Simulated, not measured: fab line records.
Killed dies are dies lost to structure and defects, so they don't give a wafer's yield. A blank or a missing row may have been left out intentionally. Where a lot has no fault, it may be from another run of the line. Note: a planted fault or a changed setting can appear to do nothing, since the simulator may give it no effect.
Which tool did it? | flow n5Finfet | 24 lots, 72 wafers sampled, at 5 steps of a route of 1938

WHAT THE GAUGES SHOWED, per wafer
N5_BEOL_M2_INSPECT_59: inspects for defects (darkfield).
lot  | measured     | on               | rawDefectCount
L074 | day 6 22:56  | defectInspect-02 | 62 54 53
L075 | day 7 04:58  | defectInspect-01 | 60 55 74
L077 | day 7 14:23  | defectInspect-02 | 45 80 91
L076 | day 7 16:37  | defectInspect-02 | 43 85 58
L078 | day 7 20:19  | defectInspect-02 | 56 61 99
L079 | day 8 03:14  | defectInspect-01 | 110 96 89
L080 | day 8 06:44  | defectInspect-01 | 50 44 65
L081 | day 8 16:29  | defectInspect-02 | 93 154 116
L082 | day 8 20:24  | defectInspect-02 | 46 78 83
L083 | day 9 06:55  | defectInspect-02 | 180 98 101
L084 | day 9 11:45  | defectInspect-01 | 95 114 106
L086 | day 9 12:59  | defectInspect-02 | 108 55 52
L085 | day 9 23:56  | defectInspect-02 | 76 40 57
L087 | day 10 04:17 | defectInspect-02 | 81 115 84
L088 | day 10 07:41 | defectInspect-01 | 51 67 45
L089 | day 10 10:54 | defectInspect-02 | 91 76 55
L090 | day 11 04:09 | defectInspect-01 | 61 57 77
L092 | day 11 07:58 | defectInspect-02 | 130 106 134
L091 | day 11 08:35 | defectInspect-02 | 127 125 85
L093 | day 11 21:46 | defectInspect-01 | 96 93 59
L094 | day 11 23:50 | defectInspect-01 | 126 102 72
L095 | day 12 09:55 | defectInspect-01 | 52 82 76
L096 | day 12 11:19 | defectInspect-02 | 43 45 38
L097 | day 12 17:01 | defectInspect-01 | 61 65 110

N5_BEOL_M3_CD_MEAS_18: pitch 36 nm, target cd 18 nm.
lot  | measured     | on       | cdNm (nm)
L074 | day 7 00:05  | cdSem-01 | 18.1 17.7 17.9
L075 | day 7 08:31  | cdSem-02 | 18.0 18.2 17.7
L077 | day 7 17:18  | cdSem-01 | 17.6 17.7 17.6
L076 | day 7 17:59  | cdSem-01 | 17.5 18.0 17.5
L078 | day 7 23:45  | cdSem-02 | 18.5 18.1 18.5
L079 | day 8 04:42  | cdSem-02 | 17.7 18.1 17.8
L080 | day 8 08:28  | cdSem-02 | 17.8 17.9 16.8
L081 | day 8 18:07  | cdSem-01 | 17.6 17.2 17.5
L082 | day 8 22:11  | cdSem-03 | 18.3 18.2 18.0
L083 | day 9 08:35  | cdSem-02 | 17.5 18.1 17.7
L084 | day 9 13:39  | cdSem-02 | 18.1 18.3 18.0
L086 | day 9 16:17  | cdSem-03 | 18.0 17.7 18.0
L085 | day 10 02:53 | cdSem-01 | 18.2 18.5 17.8
L087 | day 10 08:35 | cdSem-01 | 17.6 17.6 18.3
L088 | day 10 09:02 | cdSem-02 | 17.8 18.0 18.0
L089 | day 10 12:04 | cdSem-03 | 18.1 17.5 17.1
L090 | day 11 05:30 | cdSem-02 | 18.3 18.5 18.1
L092 | day 11 12:07 | cdSem-03 | 17.9 18.5 18.0
L091 | day 11 12:09 | cdSem-02 | 18.1 18.3 17.6
L093 | day 11 23:37 | cdSem-03 | 17.4 17.6 17.6
L094 | day 12 02:29 | cdSem-02 | 17.9 18.4 18.1
L095 | day 12 11:48 | cdSem-03 | 18.0 17.9 17.9
L096 | day 12 13:40 | cdSem-03 | 17.7 18.2 17.2
L097 | day 12 19:08 | cdSem-03 | 17.7 17.5 17.6

TOOL THAT RAN EACH LOT (tool first, then ch and the chambers of the sampled wafers, then the start)
lot  | N5_BEOL_M2_ANNEAL_93        | N5_BEOL_M2_ANNEAL_51            | N5_BEOL_M3_HM_DEP_02
L074 | pvdSputter-02, day 6 21:31  | rtpAnneal-01 ch 0, day 6 22:04  | pvdSputter-02, day 6 23:08
L075 | pvdSputter-01, day 7 03:24  | rtpAnneal-02 ch 0, day 7 04:08  | pvdSputter-01, day 7 07:26
L077 | pvdSputter-02, day 7 12:39  | rtpAnneal-02 ch 0, day 7 13:12  | pvdSputter-02, day 7 16:16
L076 | pvdSputter-01, day 7 15:11  | rtpAnneal-02 ch 0, day 7 15:47  | pvdSputter-03, day 7 16:54
L078 | pvdSputter-03, day 7 18:53  | rtpAnneal-01 ch 0, day 7 19:29  | pvdSputter-03, day 7 22:38
L079 | pvdSputter-01, day 8 01:48  | rtpAnneal-01 ch 0, day 8 02:22  | pvdSputter-02, day 8 03:38
L080 | pvdSputter-01, day 8 05:04  | rtpAnneal-01 ch 0, day 8 05:40  | pvdSputter-02, day 8 07:31
L081 | pvdSputter-01, day 8 15:03  | rtpAnneal-01 ch 0, day 8 15:37  | pvdSputter-03, day 8 17:10
L082 | pvdSputter-02, day 8 18:58  | rtpAnneal-02 ch 0, day 8 19:34  | pvdSputter-01, day 8 21:07
L083 | pvdSputter-02, day 9 05:28  | rtpAnneal-02 ch 0, day 9 06:07  | pvdSputter-01, day 9 07:37
L084 | pvdSputter-02, day 9 10:19  | rtpAnneal-02 ch 0, day 9 10:52  | pvdSputter-01, day 9 12:39
L086 | pvdSputter-03, day 9 11:28  | rtpAnneal-01 ch 0, day 9 12:04  | pvdSputter-02, day 9 15:16
L085 | pvdSputter-02, day 9 22:31  | rtpAnneal-02 ch 0, day 9 23:04  | pvdSputter-02, day 10 01:57
L087 | pvdSputter-01, day 10 02:52 | rtpAnneal-01 ch 0, day 10 03:33 | pvdSputter-02, day 10 06:40
L088 | pvdSputter-02, day 10 06:14 | rtpAnneal-01 ch 0, day 10 06:51 | pvdSputter-02, day 10 07:53
L089 | pvdSputter-03, day 10 09:28 | rtpAnneal-01 ch 0, day 10 10:04 | pvdSputter-03, day 10 11:07
L090 | pvdSputter-01, day 11 02:41 | rtpAnneal-01 ch 0, day 11 03:23 | pvdSputter-02, day 11 04:33
L092 | pvdSputter-01, day 11 06:29 | rtpAnneal-01 ch 0, day 11 07:02 | pvdSputter-02, day 11 08:11
L091 | pvdSputter-02, day 11 07:09 | rtpAnneal-02 ch 0, day 11 07:42 | pvdSputter-03, day 11 08:47
L093 | pvdSputter-02, day 11 20:20 | rtpAnneal-02 ch 0, day 11 20:53 | pvdSputter-03, day 11 22:32
L094 | pvdSputter-03, day 11 22:04 | rtpAnneal-01 ch 0, day 11 23:01 | pvdSputter-03, day 12 01:04
L095 | pvdSputter-01, day 12 08:29 | rtpAnneal-01 ch 0, day 12 09:05 | pvdSputter-03, day 12 10:47
L096 | pvdSputter-03, day 12 09:53 | rtpAnneal-02 ch 0, day 12 10:26 | pvdSputter-03, day 12 12:16
L097 | pvdSputter-01, day 12 15:35 | rtpAnneal-02 ch 0, day 12 16:14 | pvdSputter-01, day 12 17:52
- N5_BEOL_M2_ANNEAL_93: time 240 s.
- N5_BEOL_M2_ANNEAL_51: time 90 s.
- N5_BEOL_M3_HM_DEP_02: deposits TiN, target thk 20 nm.

AS READ BY THE TOOLS THEMSELVES (means over the sampled wafers that have a number; for cases with no such wafer, the mark the record gives instead)
N5_BEOL_M2_ANNEAL_93.
lot  | tool          | heaterPowerW (W)
L074 | pvdSputter-02 | 841
L075 | pvdSputter-01 | 776
L077 | pvdSputter-02 | 790
L076 | pvdSputter-01 | 817
L078 | pvdSputter-03 | 817
L079 | pvdSputter-01 | 865
L080 | pvdSputter-01 | 855
L081 | pvdSputter-01 | 821
L082 | pvdSputter-02 | 794
L083 | pvdSputter-02 | 820
L084 | pvdSputter-02 | 820
L086 | pvdSputter-03 | 783
L085 | pvdSputter-02 | 832
L087 | pvdSputter-01 | 870
L088 | pvdSputter-02 | 843
L089 | pvdSputter-03 | 808
L090 | pvdSputter-01 | 826
L092 | pvdSputter-01 | 882
L091 | pvdSputter-02 | 769
L093 | pvdSputter-02 | 845
L094 | pvdSputter-03 | 832
L095 | pvdSputter-01 | 872
L096 | pvdSputter-03 | 821
L097 | pvdSputter-01 | 858

N5_BEOL_M2_ANNEAL_51.
lot  | tool         | annealTempCMax | wafer_temp_C_max
L074 | rtpAnneal-01 | 226.1          | 226.4
L075 | rtpAnneal-02 | 225.6          | 225.9
L077 | rtpAnneal-02 | 225.9          | 225.5
L076 | rtpAnneal-02 | 225.6          | 225.8
L078 | rtpAnneal-01 | 225.9          | 226.3
L079 | rtpAnneal-01 | 226.0          | 227.3
L080 | rtpAnneal-01 | 226.3          | 226.9
L081 | rtpAnneal-01 | 226.2          | 226.6
L082 | rtpAnneal-02 | 225.7          | 225.9
L083 | rtpAnneal-02 | 225.6          | 225.7
L084 | rtpAnneal-02 | 225.6          | 225.8
L086 | rtpAnneal-01 | 226.2          | 227.0
L085 | rtpAnneal-02 | 225.7          | 225.8
L087 | rtpAnneal-01 | 226.2          | 226.8
L088 | rtpAnneal-01 | 226.2          | 226.6
L089 | rtpAnneal-01 | 226.1          | 226.6
L090 | rtpAnneal-01 | 226.1          | 226.8
L092 | rtpAnneal-01 | 226.0          | 226.6
L091 | rtpAnneal-02 | 225.5          | 225.8
L093 | rtpAnneal-02 | 225.8          | 225.6
L094 | rtpAnneal-01 | 226.2          | 226.5
L095 | rtpAnneal-01 | 226.2          | 226.7
L096 | rtpAnneal-02 | 225.7          | 225.7
L097 | rtpAnneal-02 | 225.4          | 226.0

N5_BEOL_M3_HM_DEP_02.
lot  | tool          | throttleValvePct (%)
L074 | pvdSputter-02 | 29.2
L075 | pvdSputter-01 | 29.4
L077 | pvdSputter-02 | 29.6
L076 | pvdSputter-03 | 30.2
L078 | pvdSputter-03 | 30.1
L079 | pvdSputter-02 | 28.7
L080 | pvdSputter-02 | 29.3
L081 | pvdSputter-03 | 29.9
L082 | pvdSputter-01 | 29.5
L083 | pvdSputter-01 | 29.8
L084 | pvdSputter-01 | 29.4
L086 | pvdSputter-02 | 30.0
L085 | pvdSputter-02 | 30.9
L087 | pvdSputter-02 | 30.1
L088 | pvdSputter-02 | 28.5
L089 | pvdSputter-03 | 30.1
L090 | pvdSputter-02 | 29.1
L092 | pvdSputter-02 | 30.0
L091 | pvdSputter-03 | 30.2
L093 | pvdSputter-03 | 30.1
L094 | pvdSputter-03 | 29.8
L095 | pvdSputter-03 | 30.0
L096 | pvdSputter-03 | 29.9
L097 | pvdSputter-01 | 29.1

THE ANSWER, worked out from the rows above alone
Rule: what is usual is taken from the lots themselves. The widest of any qualifying gaps counts: lots, ordered by their means at a reading, are off when they make up no more than a third of the lots, leave a main group of 4 or more, and stand apart from it by 3 or more times the standard deviation of that group's means. Not used: any main group whose means are identical at the precision the tables above print for the reading. A lot without any number at a reading at which 4 lots or more have one is off too. All remaining lots with rows at the step are treated as sound. Order of review: gauges by route order, followed by the tools' own readings, for which a lot's mean as printed above is used. The first step at which some lot is off is used, and at that step the reading that is off furthest; a lot without a number counts as furthest.
No lot is off on any of the readings shown, so nothing can be concluded from this.

WHAT HAD BEEN PUT IN BY THE SIMULATOR
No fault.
